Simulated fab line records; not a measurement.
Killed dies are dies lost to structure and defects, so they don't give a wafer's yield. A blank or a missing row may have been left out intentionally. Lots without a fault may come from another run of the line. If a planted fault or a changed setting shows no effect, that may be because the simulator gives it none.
Check of tool commonality | flow n5-finfet | Sampled: 7 lots, 21 wafers

WHY THIS WAS OPENED
Flagged at N5_BEOL_M6_CD_MEAS_11: reading cd-nm, on 2 of 7 lots. Fault-free wafers read 38.5 nm, with a standard deviation of 0.45.
Rule: a lot gets a flag if all its wafers with a number sit over 4 standard deviations from that mean, or if no wafer of it has a number. The rest of the lots are taken to be sound.

lot  | measured     | on        | cd-nm (nm), wafer by wafer | flag
L856 | day 10 21:11 | cd-sem-03 | 37.6 38.0 37.2             |
L861 | day 11 11:02 | cd-sem-03 | 39.0 39.4 39.1             |
L869 | day 12 21:46 | cd-sem-02 | 45.3 45.2 45.4             | FLAGGED
L870 | day 13 13:55 | cd-sem-02 | 43.7 44.4 43.9             | FLAGGED
L871 | day 13 22:28 | cd-sem-03 | 39.3 39.1 38.7             |
L872 | day 14 01:40 | cd-sem-03 | 38.1 38.9 39.0             |
L873 | day 14 06:25 | cd-sem-02 | 38.6 38.4 38.1             |
The numbers of the flagged lots are 44.6 nm on average: +6.1 nm against the usual, or +14 standard deviations.

WHICH TOOL RAN EACH LOT
Before the reading, the record contains 2 process steps out of a 1938-step route. Cell contents, in order: the tool; ch with the chambers the sampled wafers went through; the start.
lot  | flag    | N5_BEOL_M5_SPUTTER_90        | N5_BEOL_M6_EXPOSE_08
L856 |         | pvd-sputter-01, day 10 17:10 | arfi-scanner-03 ch 0, day 10 21:04
L861 |         | pvd-sputter-03, day 11 07:45 | arfi-scanner-03 ch 0, day 11 10:55
L869 | FLAGGED | pvd-sputter-02, day 12 18:46 | arfi-scanner-03 ch 0, day 12 21:39
L870 | FLAGGED | pvd-sputter-01, day 13 10:25 | arfi-scanner-03 ch 0, day 13 13:49
L871 |         | pvd-sputter-02, day 13 19:52 | arfi-scanner-02 ch 0, day 13 22:20
L872 |         | pvd-sputter-01, day 13 21:14 | arfi-scanner-01 ch 0, day 14 01:32
L873 |         | pvd-sputter-02, day 14 03:23 | arfi-scanner-02 ch 0, day 14 06:17
What the steps here do:
- N5_BEOL_M5_SPUTTER_90: material Cu, target thk 4.5 nm, time 8.29 s.
- N5_BEOL_M6_EXPOSE_08: exposes mask M6.
- N5_BEOL_M6_CD_MEAS_11: target cd 38.5 nm.

FLAGGED OVER TOTAL, TOOL BY TOOL (the gauges that took the reading come last)
step                  | tool            | lots run | flagged | share of the flagged lots | sound lots run after its first flagged lot
N5_BEOL_M5_SPUTTER_90 | pvd-sputter-01  | 3        | 1       | some                      | 1 (L872)
N5_BEOL_M5_SPUTTER_90 | pvd-sputter-02  | 3        | 1       | some                      | 2 (L871,L873)
N5_BEOL_M5_SPUTTER_90 | pvd-sputter-03  | 1        | 0       | none                      | -
N5_BEOL_M6_EXPOSE_08  | arfi-scanner-01 | 1        | 0       | none                      | -
N5_BEOL_M6_EXPOSE_08  | arfi-scanner-02 | 2        | 0       | none                      | -
N5_BEOL_M6_EXPOSE_08  | arfi-scanner-03 | 4        | 2       | all                       | 0
N5_BEOL_M6_CD_MEAS_11 | cd-sem-02       | 3        | 2       | all                       | 1 (L873)
N5_BEOL_M6_CD_MEAS_11 | cd-sem-03       | 4        | 0       | none                      | -

THE TABLE: WHAT IT ALLOWS
arfi-scanner-03 at N5_BEOL_M6_EXPOSE_08 and cd-sem-02 at N5_BEOL_M6_CD_MEAS_11 are the 2 rows of the table that ran each flagged lot.
- arfi-scanner-03 at N5_BEOL_M6_EXPOSE_08 ran 4 lots, 2 of them flagged. A fault beginning between L861 (day 11 10:55), its last sound lot, and L869 (day 12 21:39), its first flagged one, fits the data. Its own readings (exposure-dose-mJ-cm2) fall more than 4 standard deviations out on all wafers of the flagged lots.
- cd-sem-02 at N5_BEOL_M6_CD_MEAS_11 ran 3 lots, 2 of them flagged. Lots that were sound ran on it after the first flagged one (L873); a persistent fault on the entire tool would not allow that.
One tool is left: arfi-scanner-03 at N5_BEOL_M6_EXPOSE_08.

WHAT THE SIMULATOR PUT IN
Process parameter drift: arfi-scanner-03, from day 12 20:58 on, at N5_BEOL_M6_EXPOSE_08. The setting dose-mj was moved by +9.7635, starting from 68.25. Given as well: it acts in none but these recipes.
Struck lots among those shown: L869, L870. The rule above reached the same finding.
